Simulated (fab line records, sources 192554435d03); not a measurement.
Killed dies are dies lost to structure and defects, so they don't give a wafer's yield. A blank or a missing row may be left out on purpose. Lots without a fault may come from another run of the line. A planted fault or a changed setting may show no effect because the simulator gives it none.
Chamber matching | flow n5_finfet | N5_BEOL_M0_DEP_125 on pecvd-03: 3 sister chambers
The step deposits SiCN from 3MS/NH3, target thk 8 nm, time 14 s. 3 wafers are shown with their chamber, then 8 later ones without.

WAFERS WITH THEIR CHAMBER
wafer  | chamber | showerhead_plenum_p_Torr (Torr)
L084.4 | 2       | 3.687
L091.4 | 1       | 3.671
L090.1 | 0       | 3.627

WAFERS WITHOUT THEIR CHAMBER
wafer  | showerhead_plenum_p_Torr (Torr)
L090.2 | 3.673
L090.4 | 3.673
L092.1 | 3.621
L092.2 | 3.664
L092.6 | 3.670
L097.2 | 3.622
L097.5 | 3.624
L097.6 | 3.680

WHICH CHAMBER EACH WENT THROUGH
wafer  | from the rows above     | in truth
L090.2 | 1                       | 1
L090.4 | 1                       | 1
L092.1 | 0                       | 0
L092.2 | 1                       | 1
L092.6 | 1                       | 1
L097.2 | 0                       | 0
L097.5 | 0                       | 0
L097.6 | can't be placed: 2 or 1 | 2
Placed correctly: 7 of 8. Can't be placed from these rows: 1 (the true chamber is among the candidates in 1). Placed wrongly: 0.
How it was worked out, from the rows above alone: a wafer's distance from a chamber is the root of the sum, over the readings, of the square of ((its reading less the chamber's mean) divided by the reading's scatter). The wafer belongs to the nearest chamber; if the next one is less than 2 further off, it can't be placed. A chamber's mean is the mean of its shown wafers. The scatter: with one shown wafer a chamber, the root of the mean of the squares of how far each hidden wafer lies from its nearest shown one.
